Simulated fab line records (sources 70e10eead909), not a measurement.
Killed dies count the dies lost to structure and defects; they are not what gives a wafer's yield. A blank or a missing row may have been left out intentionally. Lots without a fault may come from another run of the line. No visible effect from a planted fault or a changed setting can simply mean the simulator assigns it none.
8D (eight disciplines) problem report, filled in by code :: flow nand-harc :: the parts of the form that need people (team, actions taken, sign-off) are left out

## 1. PROBLEM STATEMENT
thk-nm at NHARC_A_ONON_D1_THK_MEAS_21 reads a mean of 896 nm on 4 wafers of 3 lots; wafers without a fault read 1002 nm with a standard deviation of 9.1. Relative to the usual mean, that is a shift of -12 standard deviations.
The step: measures by ellipsometry.
First seen on wafer L198.4, day 8 19:51, on film-metro-02. Wafers with a number at this step in the record: 42, from 15 lots. Rule for "out" (also "out of limits"): further than 4 standard deviations from the usual mean. The rest of the wafers with a number are treated as sound.

## 2. WHAT IT IS, AND WHAT IT ISN'T
question: which readings at this step
is: thk-nm
is not: -

question: which lots
is: L198, L200, L204
is not: L196, L197, L199, L208, L209, L210, L211, L213, L215, L216, L217, L218

question: which wafers of those lots
is: L198.4, L200.3, L204.3, L204.4
is not: L198.5, L200.2

question: read on which gauges
is: film-metro-01, film-metro-02
is not: -

question: when
is: from day 8 19:51
is not: up to then (7 sound wafers); but 31 sound wafers of L199, L200, L208, L209, L210, L211, L213, L215, L216, L217, L218 came after

## 3. WHAT RULES OUT EACH SUSPECT
Counting: a tool at a process step up to the reading stays a suspect if it ran every lot that is out. Sound lots after the first of them don't rule it out here, since some wafers of a struck lot are sound.
- the gauge at NHARC_A_ONON_D1_THK_MEAS_21 has been ruled out. 2 gauges (film-metro-01, film-metro-02) read the wafers that are out.
- pecvd-onon-01 at NHARC_A_ONON_D1_DEP_19 (target thk 1000 nm): kept. It ran every lot that is out, first L198 (day 8 19:31); its last sound lot up to then is L197 (day 8 09:08).
Remaining after the count: pecvd-onon-01 at NHARC_A_ONON_D1_DEP_19.

## 4. THE CAUSE (what the simulator had put in)
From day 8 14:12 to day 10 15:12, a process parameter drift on pecvd-onon-01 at NHARC_A_ONON_D1_DEP_19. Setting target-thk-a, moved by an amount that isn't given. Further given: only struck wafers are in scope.
Only this tool survived the counting.

## 5. SEQUENCE OF EFFECTS, ordered by route
Each row: a reading where the mean over the struck wafers with a number is more than 3 standard deviations away from the usual. Only readings whose record carries a usual standard deviation are examined. hours: median over the lots of the time between each lot's start at the first step of this table that gives one and its start at this step. sigmas: the change, counted in usual standard deviations.
hours: 0
step: NHARC_A_ONON_D1_THK_MEAS_21
reading: thk-nm
usual: 1002 nm
on struck wafers: 896
change: -106
sigmas: -12
At these later measuring or inspecting steps, every struck wafer for which the step has a row has a number for every such reading, and none has moved that far: NHARC_A_ONON_D1_THK_MEAS_34.

## 6. HOW IT WOULD HAVE BEEN CAUGHT EARLIER
6 hours passed between the start of the fault at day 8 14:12 and the first reading out of limits at a measuring or inspecting step in this record, taken at day 8 19:51.
Of the tool readings at NHARC_A_ONON_D1_DEP_19 for which the record gives a usual standard deviation, none was out on any struck wafer, so an alarm limit of 4 standard deviations on them would not have fired.
Of the lots that are out (3), L200, L204 began NHARC_A_ONON_D1_DEP_19 on pecvd-onon-01 after day 8 19:51. A hold on the tool at that time would have spared those 2.
